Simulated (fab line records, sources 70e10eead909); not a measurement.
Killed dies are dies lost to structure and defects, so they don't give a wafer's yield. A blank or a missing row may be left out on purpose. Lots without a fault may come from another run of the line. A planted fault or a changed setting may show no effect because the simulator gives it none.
fab line records | flow nand_harc
record lots=5 wafers=15 last_day=23
route steps=1159 shown P_M0@270 P_M1@285
lots that met no fault: from a run of the same line without faults
start_h: hours from the record's first day to the start of the lot's first wafer shown | wait_h: hours since the lot's step before | " the same as in the row above | L1.1+2: a row that stands for several wafers | - no value, or no start given | * or withheld: withheld | < > ~ a bound
route shown NAME@n: a module of which the file shows steps, and the number in the route of the first | usual: mean/standard deviation of fault-free wafers | same: alike in all rows | chamber/n: place in a boat | sites: the reading at each site | _std_site: their standard deviation | _edge_site: outer sites' mean less inner sites' | radius_mm: how far each site lies from the wafer's centre | mask NAME#n: copy n | behind: the tool/chamber that last shaped the wafer | hold: why the lot was held/for how many hours/how that ended | device: the transistor (n, p or np) that didn't switch | end of line: the same wafers' tests at the end of the route | a step without rows: its recipe alone | killed: dies lost to structure and defects at the first sort, not the wafer's yield | map: a wafer's dies, x killed, . not, _ none there
set.NAME: the setting as run; set.NAME@STEP: as run at that earlier step | model.NAME: the simulator's own value behind a step, which no gauge read
lots at some steps of the route; a table a step, a row a wafer
services: from which hour (start_h, from the record's first day; less than 0 if before it) a tool's chamber was out of use, for how many hours, and why
## steps
# step NHARC_P_M0_STRIP_18
# recipe power_w=1000 n2_flow_sccm=150 h2_flow_sccm=150 ar_flow_sccm=0 bias_w=0 chemistry=N2/H2
# usual drypump_motor_current_A=5.7/0.58 oes_product_au=0.999/0.008 rf_vpp_V=90.6/1 showerhead_plenum_p_Torr=2.02/0.095 throttle_valve_pct=14.171/0.0094
# columns lot.wafer tool chamber start_h wait_h drypump_motor_current_A oes_product_au rf_hours_counter_h rf_vpp_V showerhead_plenum_p_Torr throttle_valve_pct
L076.1 rie_diel-11 0 135.53 0.1 6.0 1.018 7 91.4 2.04 14.165
L076.3 " 1 " " 4.7 1.006 8 90.5 1.95 14.176
L076.5 " 0 " " 6.1 1.010 - 89.6 2.04 14.173
L078.3 rie_diel-11 2 144.29 0.1 6.2 0.989 9 89.2 1.91 14.170
L078.4 " 3 " " 4.8 0.981 9 89.4 1.91 14.171
L078.5 " 3 " " 4.8 0.976 - 89.6 1.91 14.169
L081.4 rie_diel-07 0 166.08 0.1 6.0 0.999 6 90.4 1.96 14.171
L081.3 " 1 " " 5.2 0.984 6 89.0 1.96 14.174
L081.2 " 3 " " 5.2 0.998 6 93.4 2.18 14.181
L087.2 rie_diel-07 2 203.97 0.1 5.6 0.999 8 89.8 2.00 14.173
L087.3 " 3 " " 5.2 0.980 8 89.8 2.17 14.186
L087.5 " 2 " " 5.5 0.990 - 90.4 2.00 14.170
L088.1 rie_diel-04 3 205.00 0.1 6.5 0.995 6 89.8 1.96 14.177
L088.2 " 2 " " 6.4 1.004 7 89.6 2.01 14.171
L088.6 " 3 " " 6.5 1.000 - 90.1 1.96 14.170
# step NHARC_P_M0_STRIP_19
# recipe time_s=600 temp_c=30 chemistry=post_etch_residue_remover
# columns lot.wafer tool chamber start_h wait_h
L076.3+1+5 wet_bench-02 2,5,7 135.78 -
L078.4+3+5 wet_bench-03 3,4,7 144.58 -
L081.4+3+2 wet_bench-02 2,4,5 166.37 -
L087.3+2+5 wet_bench-02 6,0,1 204.24 -
L088.6+1+2 wet_bench-03 4,7,0 205.34 -
# step NHARC_P_M0_DEGAS_28
# recipe temp_c=250 time_s=60
# usual heater_power_w=342/38
# columns lot.wafer tool chamber start_h wait_h heater_power_w
L076.1 pvd_sputter-02 - 136.06 - 357
L076.3 " - " " 396
L076.5 " - " " 347
L078.4 pvd_sputter-01 - 144.86 - 308
L078.3 " - " " 333
L078.5 " - " " 272
L081.4 pvd_sputter-02 - 166.63 - 354
L081.2 " - " " 390
L081.3 " - " " 365
L087.2 pvd_sputter-01 - 204.53 - 301
L087.3 " - " " 336
L087.5 " - " " 285
L088.1 pvd_sputter-01 - 205.61 - 307
L088.2 " - " " 343
L088.6 " - " " 304
# step NHARC_P_M0_PRE_CLEAN_29
# recipe time_s=30 temp_c=280 gas=H2/He
# usual heater_power_w=418/46
# columns lot.wafer tool chamber start_h wait_h heater_power_w
L076.3 pvd_sputter-02 - - - 427
L076.1 " - " " 432
L076.5 " - " " 429
L078.4 pvd_sputter-01 - - - 408
L078.3 " - " " 388
L078.5 " - " " 424
L081.3 pvd_sputter-02 - - - 462
L081.4 " - " " 436
L081.2 " - " " 473
L087.2 pvd_sputter-01 - - - 408
L087.3 " - " " 396
L087.5 " - " " 375
L088.2 pvd_sputter-01 - - - 374
L088.1 " - " " 357
L088.6 " - " " 369
# step NHARC_P_M0_PVD_20
# recipe target_thk_a=50 bias_v=168.6 power_w=15000 chamber_pressure_pa=0.12 time_s=8.06 substrate_temp_c=50 material=TaN
# usual substrate_temp_c=50.02/0.12 throttle_valve_pct=30.0/0.93
# columns lot.wafer tool chamber start_h wait_h substrate_temp_c throttle_valve_pct
L076.1 pvd_sputter-02 - - - 50.09 30.0
L076.3 " - " " 49.99 28.0
L076.5 " - " " 50.09 28.2
L078.4 pvd_sputter-01 - - - 50.09 29.8
L078.3 " - " " 50.12 30.7
L078.5 " - " " 50.05 31.3
L081.4 pvd_sputter-02 - - - 50.21 29.9
L081.3 " - " " 49.72 28.2
L081.2 " - " " 49.78 30.0
L087.3 pvd_sputter-01 - - - 50.03 31.3
L087.2 " - " " 50.04 29.1
L087.5 " - " " 49.95 31.6
L088.2 pvd_sputter-01 - - - 49.87 30.6
L088.1 " - " " 49.96 29.0
L088.6 " - " " 50.03 31.6
# step NHARC_P_M0_PVD_21
# recipe target_thk_a=300 chamber_pressure_pa=5 power_w=5000 substrate_temp_c=30 time_s=20.49 material=Cu
# usual substrate_temp_c=30.01/0.11 throttle_valve_pct=30.0/0.88
# columns lot.wafer tool chamber start_h wait_h substrate_temp_c throttle_valve_pct
L076.3 pvd_sputter-02 - - - 30.09 30.4
L076.1 " - " " 30.03 28.4
L076.5 " - " " 30.11 30.2
L078.3 pvd_sputter-01 - - - 30.05 30.7
L078.4 " - " " 30.00 31.2
L078.5 " - " " 30.00 29.8
L081.2 pvd_sputter-02 - - - 30.10 29.8
L081.4 " - " " 30.10 28.3
L081.3 " - " " 30.04 30.0
L087.3 pvd_sputter-01 - - - 30.06 29.4
L087.2 " - " " 30.05 31.4
L087.5 " - " " 30.15 30.4
L088.1 pvd_sputter-01 - - - 30.04 30.6
L088.2 " - " " 30.06 31.6
L088.6 " - " " 30.07 31.3
# step NHARC_P_M0_ECD_22
# recipe target_thk_a=4000 bath_temp_c=25 material=Cu
# columns lot.wafer tool chamber start_h wait_h
L076.1+3+5 ecd_cu-01 0 136.47 -
L078.4+3+5 ecd_cu-01 1,0,1 145.31 -
L081.2+4+3 ecd_cu-02 0,1,0 167.04 -
L087.2+3+5 ecd_cu-02 0,0,1 204.92 -
L088.1+2+6 ecd_cu-01 1,0,0 205.96 -
# step NHARC_P_M0_ANNEAL_30
# recipe temp_c=225 time_s=90
# usual anneal_temp_c=225.02/0.19 wafer_temp_C_max=226.7/0.37
# columns lot.wafer tool chamber start_h wait_h anneal_temp_c wafer_temp_C_max
L076.1 rtp_anneal-02 0 136.79 0.3 225.36 226.2
L076.3 " 0 " " 225.15 226.7
L076.5 " 0 " " 225.25 227.2
L078.3 rtp_anneal-01 0 145.80 - 225.15 226.4
L078.4 " 0 " " 225.05 226.5
L078.5 " 0 " " 225.10 226.8
L081.2 rtp_anneal-02 0 167.41 - 224.81 226.9
L081.3 " 0 " " 225.16 226.1
L081.4 " 0 " " 224.97 226.4
L087.2 rtp_anneal-02 0 205.33 - 225.07 226.8
L087.3 " 0 " " 225.33 226.8
L087.5 " 0 " " 225.10 227.0
L088.1 rtp_anneal-02 0 206.33 - 224.83 227.2
L088.2 " 0 " " 224.84 226.4
L088.6 " 0 " " 225.08 227.1
# step NHARC_P_M0_CMP_23
# recipe t_overpolish_s=20 target_thk_nm=117.53
# usual motor_current_A=12.0/1.5 time_to_endpoint_s=28.7/2.3
# columns lot.wafer tool chamber start_h wait_h motor_current_A time_to_endpoint_s
L076.1 cmp-01 1 137.17 - 11.5 27.7
L076.3 " 2 " " 13.5 28.1
L076.5 " 0 " " 11.1 28.3
L078.3 cmp-02 3 146.04 - 10.6 32.6
L078.4 " 1 " " 11.6 31.1
L078.5 " 3 " " 11.3 31.6
L081.2 cmp-01 3 167.74 - 16.3 28.1
L081.4 " 0 " " 11.2 26.3
L081.3 " 1 " " 11.6 29.3
L087.3 cmp-02 0 205.63 - 12.4 31.2
L087.2 " 1 " " 12.6 24.6
L087.5 " 1 " " 12.1 29.0
L088.2 cmp-01 3 206.67 - 16.5 28.5
L088.1 " 2 " " 12.3 29.8
L088.6 " 0 " " 11.4 28.8
# step NHARC_P_M0_THK_MEAS_24
# recipe thk_meas_gauge=xrf
# usual thk_nm=117.5/1.3
# columns lot.wafer tool chamber start_h wait_h thk_nm
L076.1 film_metro-01 - 137.46 - 117.8
L076.3 " - " " 117.5
L076.5 " - " " 117.3
L078.3 film_metro-01 - 146.36 - 117.2
L078.4 " - " " 116.7
L078.5 " - " " 119.4
L081.2 film_metro-02 - 168.03 - 117.8
L081.3 " - " " 116.3
L081.4 " - " " 119.2
L087.2 film_metro-02 - 205.95 - 118.6
L087.3 " - " " 118.5
L087.5 " - " " 117.8
L088.1 film_metro-02 - 206.99 - 118.1
L088.2 " - " " 117.6
L088.6 " - " " 116.1
# step NHARC_P_M0_SRD_25
# columns lot.wafer tool chamber start_h wait_h
L076.3+1+5 wet_bench-08 5,6,7 137.51 0.1
L078.4+3+5 wet_bench-10 3,7,0 146.40 0.0
L081.4+2+3 wet_bench-10 3,6,7 168.07 0.0
L087.5+3+2 wet_bench-10 3,4,5 205.99 0.0
L088.1+6+2 wet_bench-08 4,5,6 207.04 0.1
# step NHARC_P_M0_INSPECT_27
# usual raw_defect_count=296/140
# columns lot.wafer tool chamber start_h wait_h raw_defect_count
L076.1 defect_inspect-01 - 137.61 0.0 289
L076.3 " - " " 186
L076.5 " - " " 199
L078.3 defect_inspect-02 - 146.51 0.0 152
L078.4 " - " " 191
L078.5 " - " " 303
L081.2 defect_inspect-02 - 168.18 0.0 134
L081.3 " - " " 274
L081.4 " - " " 143
L087.2 defect_inspect-01 - 206.13 0.0 313
L087.3 " - " " 451
L087.5 " - " " 143
L088.1 defect_inspect-01 - 207.15 0.0 203
L088.2 " - " " 333
L088.6 " - " " 184
# step NHARC_P_M0_PRE_CLEAN_31
# recipe time_s=12 temp_c=370 rf_power_w=300 gas=NH3
# usual heater_power_w=661/75
# columns lot.wafer tool chamber start_h wait_h heater_power_w
L076.1 pecvd-03 2 137.69 0.1 801
L076.3 " 0 " " 578
L076.5 " 1 " " 648
L078.3 pecvd-01 1 146.62 0.1 687
L078.5 " 2 " " 710
L078.4 " 1 " " 702
L081.2 pecvd-02 2 168.25 0.1 680
L081.3 " 0 " " 584
L081.4 " 0 " " 559
L087.3 pecvd-03 0 206.19 0.1 563
L087.2 " 1 " " 664
L087.5 " 2 " " 819
L088.1 pecvd-01 0 207.23 0.1 680
L088.2 " 1 " " 699
L088.6 " 0 " " 664
# step NHARC_P_M0_DEP_32
# recipe target_thk_a=300 temp_c=370 target_thk_nm=30 pressure_torr=3 flow_sccm=200 rf_w=450 material=SiCN
# usual heater_power_w=612/78 showerhead_vpp_V=1327/87
# columns lot.wafer tool chamber start_h wait_h heater_power_w showerhead_vpp_V
L076.1 pecvd-03 2 137.80 0.1 727 1470
L076.3 " 0 " " 538 1290
L076.5 " 1 " " 644 1306
L078.3 pecvd-01 1 146.76 0.1 543 1282
L078.5 " 2 " " 684 1347
L078.4 " 1 " " 564 1294
L081.2 pecvd-02 2 168.33 0.1 643 1207
L081.3 " 0 " " 602 1508
L081.4 " 0 " " 608 1494
L087.3 pecvd-03 0 206.27 0.1 528 1263
L087.2 " 1 " " 627 1324
L087.5 " 2 " " 746 1438
L088.1 pecvd-01 0 207.34 0.1 593 1249
L088.2 " 1 " " 660 1289
L088.6 " 0 " " 605 1234
# step NHARC_P_M1_DEP_00
# recipe target_thk_a=1825 target_thk_nm=182.5 temp_c=withheld pressure_torr=5 flow_sccm=200 rf_w=600 material=SiOC
# usual showerhead_vpp_V=1545/130
# columns lot.wafer tool chamber start_h wait_h showerhead_vpp_V
L076.1 pecvd-02 2 138.18 - 1407
L076.3 " 1 " " 1435
L076.5 " 2 " " 1404
L078.4 pecvd-02 0 147.23 - 1721
L078.3 " 2 " " 1418
L078.5 " 2 " " 1409
L081.3 pecvd-03 1 168.75 - 1525
L081.2 " 0 " " 1497
L081.4 " 1 " " 1532
L087.3 pecvd-02 2 207.08 - 1420
L087.2 " 0 " " 1755
L087.5 " 0 " " 1751
L088.1 pecvd-01 0 - - 1438
L088.2 " 2 " " 1538
L088.6 " 1 " " 1512
# step NHARC_P_M1_DEHYDRATE_01
# recipe temp_c=150 time_s=120
# columns lot.wafer tool chamber start_h wait_h
L076.1+3+5 litho_track-04 0 138.59 -
L078.3+4+5 litho_track-01 0 147.63 0.3
L081.2+3+4 litho_track-01 0 169.15 -
L087.2+3+5 litho_track-01 0 207.48 -
L088.1+2+6 litho_track-04 0 208.09 -
# step NHARC_P_M1_HMDS_02
# recipe time_s=30
# columns lot.wafer tool chamber start_h wait_h
L076.1+3+5 litho_track-04 0 - -
L078.3+4+5 litho_track-01 0 - -
L081.2+3+4 litho_track-01 0 - -
L087.2+3+5 litho_track-01 0 - -
L088.1+2+6 litho_track-04 0 - -
# step NHARC_P_M1_COAT_34
# recipe temp_c=200 time_s=65
# columns lot.wafer tool chamber start_h wait_h
L076.1+3+5 litho_track-04 0 - -
L078.3+4+5 litho_track-01 0 - -
L081.2+3+4 litho_track-01 0 - -
L087.2+3+5 litho_track-01 0 - -
L088.1+2+6 litho_track-04 0 - -
# step NHARC_P_M1_COAT_03
# recipe spin_rpm=1500 resist_thk_nm=90
# columns lot.wafer tool chamber start_h wait_h
L076.1+3+5 litho_track-04 0 - -
L078.3+4+5 litho_track-01 0 - -
L081.2+3+4 litho_track-01 0 - -
L087.2+3+5 litho_track-01 0 - -
L088.1+2+6 litho_track-04 0 - -
# step NHARC_P_M1_SOFTBAKE_04
# recipe temp_c=105 time_s=55
# columns lot.wafer tool chamber start_h wait_h
L076.1+3+5 litho_track-04 0 - -
L078.3+4+5 litho_track-01 0 - -
L081.2+3+4 litho_track-01 0 - -
L087.2+3+5 litho_track-01 0 - -
L088.1+2+6 litho_track-04 0 - -
# step NHARC_P_M1_EBR_05
# columns lot.wafer tool chamber start_h wait_h
L076.1+3+5 litho_track-04 0 - -
L078.3+4+5 litho_track-01 0 - -
L081.2+3+4 litho_track-01 0 - -
L087.2+3+5 litho_track-01 0 - -
L088.1+2+6 litho_track-04 0 - -
# step NHARC_P_M1_EXPOSE_06
# recipe na=1.35 target_cd_nm=130 dose_mj=81.88 mask_id=P_M1
# columns lot.wafer tool chamber start_h wait_h mask
L076.1+3+5 arfi_scanner-02 0 138.88 - P_M1#0
L078.3+4+5 arfi_scanner-02 0 147.81 - P_M1#0
L081.2+3+4 arfi_scanner-01 0 169.45 - P_M1#0
L087.2+3+5 arfi_scanner-03 0 207.77 - P_M1#0
L088.1+2+6 arfi_scanner-02 0 208.43 - P_M1#0
# step NHARC_P_M1_PEB_07
# recipe peb_temp_c=100 peb_time_s=65
# columns lot.wafer tool chamber start_h wait_h
L076.1+3+5 litho_track-06 0 138.94 0.1
L078.3+4+5 litho_track-01 0 147.86 0.0
L081.2+3+4 litho_track-01 0 169.50 0.1
L087.2+3+5 litho_track-06 0 207.83 0.1
L088.1+2+6 litho_track-04 0 208.50 0.1
# step NHARC_P_M1_DEVELOP_08
# recipe develop_time_s=35 dev_temp_c=23
# columns lot.wafer tool chamber start_h wait_h
L076.1+3+5 litho_track-06 0 - -
L078.3+4+5 litho_track-01 0 - -
L081.2+3+4 litho_track-01 0 - -
L087.2+3+5 litho_track-06 0 - -
L088.1+2+6 litho_track-04 0 - -
# step NHARC_P_M1_CD_MEAS_09
# recipe target_cd_nm=130 landing_energy_ev=500
# usual cd_nm=130.1/0.43
# same landing_energy_ev=500
# columns lot.wafer tool chamber start_h wait_h cd_nm
L076.1 cd_sem-02 0 139.02 - 130.0
L076.3 " 0 " " 129.7
L076.5 " 0 " " 130.0
L078.3 cd_sem-01 0 147.94 - 130.0
L078.4 " 0 " " 130.1
L078.5 " 0 " " 130.6
L081.2 cd_sem-01 0 169.58 - 129.8
L081.3 " 0 " " 129.8
L081.4 " 0 " " 129.4
L087.2 cd_sem-03 0 207.91 - 130.2
L087.3 " 0 " " 130.1
L087.5 " 0 " " 130.1
L088.1 cd_sem-03 0 208.57 - 129.0
L088.2 " 0 " " 129.4
L088.6 " 0 " " 129.7
# step NHARC_P_M1_OVL_MEAS_10
# recipe pitch_nm=260
# usual overlay_x_nm=0.0/0.74 overlay_y_nm=0.0/0.84
# columns lot.wafer tool chamber start_h wait_h overlay_x_nm overlay_y_nm
L076.1 overlay-02 - 139.11 - -0.1 0.6
L076.3 " - " " -0.4 0.9
L076.5 " - " " -0.7 0.8
L078.3 overlay-02 - 148.02 - 0.1 -0.2
L078.4 " - " " -0.2 0.3
L078.5 " - " " 0.2 -0.7
L081.2 overlay-01 - 169.67 - 0.1 0.3
L081.3 " - " " 0.6 -0.2
L081.4 " - " " 0.6 0.2
L087.2 overlay-02 - 208.00 - -0.5 1.8
L087.3 " - " " 0.2 2.0
L087.5 " - " " 0.0 2.1
L088.1 overlay-02 - 208.66 - -0.5 1.0
L088.2 " - " " -0.4 1.0
L088.6 " - " " -0.5 0.5
# step NHARC_P_M1_INSPECT_11
# usual raw_defect_count=3.8/2.3
# columns lot.wafer tool chamber start_h wait_h raw_defect_count
L076.1 defect_inspect-02 - 139.15 0.0 3
L076.3 " - " " 3
L076.5 " - " " 2
L078.3 defect_inspect-02 - 148.06 0.0 5
L078.4 " - " " 5
L078.5 " - " " 1
L081.2 defect_inspect-02 - 169.71 0.0 4
L081.3 " - " " 5
L081.4 " - " " 7
L087.2 defect_inspect-01 - 208.04 0.0 0
L087.3 " - " " 2
L087.5 " - " " 2
L088.1 defect_inspect-01 - 208.70 0.0 3
L088.2 " - " " 4
L088.6 " - " " 6
# step NHARC_P_M1_DESCUM_14
# recipe time_s=3 o2_flow_sccm=200 ar_flow_sccm=0 bias_power_w=0 chemistry=O2
# usual drypump_motor_current_A=5.8/0.33 oes_product_au=1.005/0.0065 rf_vpp_V=57.8/0.89 showerhead_plenum_p_Torr=1.93/0.11 throttle_valve_pct=11.311/0.0093
# columns lot.wafer tool chamber start_h wait_h drypump_motor_current_A oes_product_au rf_hours_counter_h rf_vpp_V showerhead_plenum_p_Torr throttle_valve_pct
L076.3 rie_diel-09 3 139.23 0.1 5.9 0.992 3 57.6 2.05 11.315
L076.1 " 0 " " 6.0 1.001 3 58.9 2.04 11.313
L076.5 " 1 " " 5.9 1.001 - 58.8 1.81 11.301
L078.4 rie_diel-09 0 148.13 0.1 6.1 1.009 4 58.4 2.04 11.296
L078.3 " 1 " " 5.8 1.009 4 57.8 1.81 11.312
L078.5 " 0 " " 6.0 1.005 - 57.5 2.04 11.307
L081.2 rie_diel-01 1 169.77 0.1 5.1 0.996 1 59.2 2.02 11.310
L081.4 " 3 " " 6.0 1.011 0 57.0 1.98 11.309
L081.3 " 0 " " 6.1 0.988 1 58.3 1.79 11.313
L087.3 rie_diel-01 0 208.11 0.1 6.1 1.007 2 57.0 1.79 11.316
L087.2 " 2 " " 6.5 1.011 2 57.4 1.84 11.303
L087.5 " 3 " " 6.0 1.014 - 59.0 1.98 11.308
L088.2 rie_diel-01 0 208.78 0.1 6.1 1.005 2 57.8 1.79 11.320
L088.1 " 1 " " 5.1 1.018 2 58.3 2.02 11.324
L088.6 " 2 " " 6.5 1.003 - 57.0 1.84 11.309
# step NHARC_P_M1_ETCH_35
# recipe target_depth_a=400 overetch_a=120 time_s=43.94 ion_energy_ev=200 n2_flow_sccm=150 h2_flow_sccm=150 ar_flow_sccm=0 rf_w=400 bias_w=150 chemistry=N2/H2
# usual drypump_motor_current_A=5.8/0.33 oes_product_au=1.004/0.0069 rf_vpp_V=431/3.3 showerhead_plenum_p_Torr=2.06/0.12 throttle_valve_pct=14.170/0.0086
# columns lot.wafer tool chamber start_h wait_h drypump_motor_current_A oes_product_au rf_hours_counter_h rf_vpp_V showerhead_plenum_p_Torr throttle_valve_pct
L076.3 rie_diel-09 2 139.30 0.1 5.9 1.011 3 430 2.00 14.168
L076.1 " 3 " " 5.9 0.997 3 435 2.19 14.174
L076.5 " 1 " " 5.9 1.006 - 427 1.93 14.169
L078.4 rie_diel-09 1 148.21 0.1 5.9 1.011 4 430 1.93 14.175
L078.3 " 2 " " 5.8 1.008 4 429 2.00 14.176
L078.5 " 1 " " 5.8 1.007 - 426 1.93 14.167
L081.4 rie_diel-01 3 169.85 0.1 6.0 1.019 0 433 2.11 14.162
L081.3 " 0 " " 6.1 0.994 1 427 1.91 14.176
L081.2 " 2 " " 6.6 1.009 0 429 1.96 14.179
L087.2 rie_diel-01 3 208.19 0.1 6.0 1.007 2 432 2.11 14.180
L087.3 " 0 " " 6.1 1.008 2 427 1.91 14.152
L087.5 " 3 " " 6.0 1.009 - 434 2.11 14.182
L088.2 rie_diel-01 2 208.86 0.1 6.5 0.988 2 429 1.96 14.167
L088.1 " 3 " " 6.0 1.003 2 432 2.11 14.175
L088.6 " 0 " " 6.1 0.995 - 426 1.91 14.172
# step NHARC_P_M1_ETCH_15
# recipe target_depth_a=1825 time_s=91.2 c4f8_flow_sccm=withheld ar_flow_sccm=400 rf_w=600 bias_w=300 chemistry=C4F8/Ar
# usual oes_product_au=0.962/0.021 rf_vpp_V=441/3.5
# columns lot.wafer tool chamber start_h wait_h oes_product_au rf_hours_counter_h rf_vpp_V
L076.1 rie_diel-09 2 - - 0.968 3 440
L076.3 " 1 " " 0.955 3 437
L076.5 " 3 " " 0.979 - 445
L078.4 rie_diel-09 2 - - 0.984 4 437
L078.3 " 3 " " 0.965 4 445
L078.5 " 1 " " 0.978 - 438
L081.2 rie_diel-01 3 - - 0.983 0 443
L081.4 " 1 " " 0.962 1 444
L081.3 " 2 " " 0.966 1 439
L087.2 rie_diel-01 0 - - 0.969 2 436
L087.3 " 2 " " 0.983 2 439
L087.5 " 1 " " 0.991 - 444
L088.1 rie_diel-01 0 - - 0.992 2 437
L088.2 " 2 " " 0.967 2 439
L088.6 " 0 " " 0.978 - 436
# step NHARC_P_M1_CD_MEAS_16
# usual cd_nm=130.0/0.55
# columns lot.wafer tool chamber start_h wait_h cd_nm
L076.1 cd_sem-01 - 139.51 - 130.6
L076.3 " - " " 129.5
L076.5 " - " " 130.1
L078.3 cd_sem-02 - 148.43 - 130.6
L078.4 " - " " 130.4
L078.5 " - " " 130.9
L081.2 cd_sem-03 - 170.08 - 129.1
L081.3 " - " " 129.5
L081.4 " - " " 128.8
L087.2 cd_sem-02 - 208.41 - 131.0
L087.3 " - " " 131.0
L087.5 " - " " 130.3
L088.1 cd_sem-02 - 209.07 - 128.9
L088.2 " - " " 128.8
L088.6 " - " " 130.2
# step NHARC_P_M1_STRIP_18
# recipe power_w=1000 n2_flow_sccm=150 h2_flow_sccm=150 ar_flow_sccm=0 bias_w=0 chemistry=N2/H2
# usual drypump_motor_current_A=5.8/0.37 oes_product_au=1.004/0.0077 rf_vpp_V=90.9/1.1 showerhead_plenum_p_Torr=2.06/0.12 throttle_valve_pct=14.171/0.0084
# columns lot.wafer tool chamber start_h wait_h drypump_motor_current_A oes_product_au rf_hours_counter_h rf_vpp_V showerhead_plenum_p_Torr throttle_valve_pct
L076.3 rie_diel-10 1 139.61 0.1 6.0 0.992 11 90.6 1.90 14.177
L076.1 " 3 " " 5.6 0.995 11 90.6 1.99 14.165
L076.5 " 1 " " 5.9 0.994 - 88.6 1.90 14.171
L078.4 rie_diel-09 2 148.50 0.1 5.8 1.011 4 91.2 2.00 14.178
L078.3 " 3 " " 5.9 1.011 4 92.7 2.19 14.173
L078.5 " 2 " " 5.8 1.013 - 89.3 2.00 14.174
L081.3 rie_diel-01 2 170.15 0.1 6.5 1.018 1 90.1 1.96 14.167
L081.4 " 0 " " 6.1 0.998 1 91.3 1.91 14.159
L081.2 " 1 " " 5.1 0.995 1 93.5 2.16 14.165
L087.2 rie_diel-01 1 208.50 0.1 5.0 1.011 2 89.9 2.16 14.171
L087.3 " 2 " " 6.5 1.017 2 91.7 1.96 14.159
L087.5 " 1 " " 5.1 1.012 - 90.0 2.16 14.163
L088.1 rie_diel-10 1 209.14 0.1 5.9 1.003 1 89.7 1.90 14.164
L088.2 " 0 " " 5.6 1.001 1 92.3 2.19 14.172
L088.6 " 1 " " 5.9 1.003 - 90.2 1.90 14.170
# step NHARC_P_M1_ETCH_28
# recipe target_depth_a=300 over_etch_frac=0.3 time_s=72.99 ion_energy_ev=150 cf4_flow_sccm=50 n2_flow_sccm=100 ar_flow_sccm=150 rf_w=300 bias_w=100 chemistry=CF4/N2
# usual drypump_motor_current_A=5.8/0.35 oes_product_au=1.005/0.0074 rf_vpp_V=314.6/2.4 showerhead_plenum_p_Torr=2.65/0.14 throttle_valve_pct=19.793/0.01
# columns lot.wafer tool chamber start_h wait_h drypump_motor_current_A oes_product_au rf_hours_counter_h rf_vpp_V showerhead_plenum_p_Torr throttle_valve_pct
L076.3 rie_diel-10 3 - - 5.6 1.022 11 311.9 2.56 19.795
L076.1 " 0 " " 5.6 1.000 11 317.7 2.81 19.787
L076.5 " 3 " " 5.6 1.016 - 313.4 2.56 19.793
L078.4 rie_diel-09 3 - - 5.9 1.008 4 316.1 2.81 19.787
L078.3 " 0 " " 6.0 1.014 4 316.3 2.79 19.795
L078.5 " 3 " " 5.9 1.002 - 317.1 2.81 19.800
L081.2 rie_diel-01 1 - - 5.1 0.998 1 316.1 2.76 19.778
L081.4 " 2 " " 6.5 1.004 1 312.2 2.53 19.768
L081.3 " 3 " " 6.0 1.007 1 315.5 2.71 19.781
L087.2 rie_diel-01 3 - - 6.0 1.003 2 316.6 2.71 19.799
L087.3 " 0 " " 6.1 0.999 2 312.3 2.47 19.806
L087.5 " 0 " " 6.0 0.993 - 312.5 2.47 19.806
L088.1 rie_diel-10 1 - - 5.9 1.006 1 311.5 2.46 19.795
L088.2 " 3 " " 5.6 1.025 1 314.0 2.56 19.809
L088.6 " 0 " " 5.6 1.005 - 317.1 2.81 19.793
# step NHARC_P_M1_STRIP_19
# recipe time_s=600 temp_c=30 chemistry=post_etch_residue_remover
# columns lot.wafer tool chamber start_h wait_h
L076.3+5+1 wet_bench-10 6,7,2 139.97 -
L078.5+3+4 wet_bench-08 2,4,5 148.87 -
L081.4+3+2 wet_bench-10 2,3,7 170.52 -
L087.2+3+5 wet_bench-08 5,0,1 208.85 -
L088.2+6+1 wet_bench-08 5,6,0 209.51 -
# step NHARC_P_M1_DEGAS_29
# recipe temp_c=250 time_s=60
# usual heater_power_w=323/32
# columns lot.wafer tool chamber start_h wait_h heater_power_w
L076.3 pvd_sputter-03 - 140.23 - 370
L076.1 " - " " 332
L076.5 " - " " 290
L078.3 pvd_sputter-01 - 149.15 - 340
L078.4 " - " " 279
L078.5 " - " " 343
L081.4 pvd_sputter-03 - 170.79 - 370
L081.2 " - " " 292
L081.3 " - " " 316
L087.3 pvd_sputter-02 - 209.12 - 346
L087.2 " - " " 396
L087.5 " - " " 341
L088.2 pvd_sputter-01 - 209.78 - 333
L088.1 " - " " 301
L088.6 " - " " 316
# step NHARC_P_M1_PRE_CLEAN_30
# recipe time_s=30 temp_c=280 gas=H2/He
# usual heater_power_w=396/41
# columns lot.wafer tool chamber start_h wait_h heater_power_w
L076.1 pvd_sputter-03 - - - 383
L076.3 " - " " 447
L076.5 " - " " 434
L078.3 pvd_sputter-01 - - - 390
L078.4 " - " " 333
L078.5 " - " " 380
L081.2 pvd_sputter-03 - - - 445
L081.3 " - " " 352
L081.4 " - " " 354
L087.2 pvd_sputter-02 - - - 472
L087.3 " - " " 429
L087.5 " - " " 459
L088.2 pvd_sputter-01 - - - 347
L088.1 " - " " 367
L088.6 " - " " 392
# step NHARC_P_M1_PVD_20
# recipe target_thk_a=50 bias_v=168.6 power_w=15000 chamber_pressure_pa=0.12 time_s=8.06 substrate_temp_c=50 material=TaN
# usual substrate_temp_c=49.99/0.12 throttle_valve_pct=30.2/0.89
# columns lot.wafer tool chamber start_h wait_h substrate_temp_c throttle_valve_pct
L076.1 pvd_sputter-03 - - - 49.95 31.0
L076.3 " - " " 49.81 29.3
L076.5 " - " " 50.09 31.3
L078.3 pvd_sputter-01 - - - 50.12 29.8
L078.4 " - " " 50.05 30.6
L078.5 " - " " 50.02 31.3
L081.4 pvd_sputter-03 - - - 50.20 29.6
L081.2 " - " " 49.87 31.1
L081.3 " - " " 50.09 31.2
L087.3 pvd_sputter-02 - - - 49.77 29.9
L087.2 " - " " 49.89 30.0
L087.5 " - " " 50.13 30.6
L088.2 pvd_sputter-01 - - - 49.89 28.9
L088.1 " - " " 49.83 30.7
L088.6 " - " " 49.83 31.4
## services
# columns tool chamber start_h hours kind
rie_diel-04 - 111.90 9.0 pm
arfi_scanner-01 - 112.66 1.0 repair
litho_track-06 - 117.00 7.0 pm
rie_diel-07 2 118.57 8.7 repair
ecd_cu-02 - 121.71 1.8 repair
rie_diel-04 3 122.99 3.2 repair
cmp-02 - 128.50 4.0 pm
rie_diel-01 - 137.80 9.0 pm
litho_track-04 - 141.00 7.0 pm
pecvd-02 1 143.85 4.5 repair
cmp-01 - 146.55 0.9 repair
cmp-02 - 149.03 1.2 repair
arfi_scanner-02 - 151.57 4.4 repair
pecvd-02 - 153.43 13.0 pm
pvd_sputter-01 - 158.00 10.0 pm
cmp-01 - 159.48 3.5 repair
rie_diel-10 - 176.50 9.0 pm
cmp-01 - 179.69 4.0 pm
ecd_cu-02 - 180.00 8.0 pm
wet_bench-02 - 180.11 8.0 pm
cmp-01 - 187.50 0.3 repair
rie_diel-11 - 189.50 9.0 pm
wet_bench-03 - 195.25 8.0 pm
cmp-02 - 209.57 1.7 repair
## key
fault none
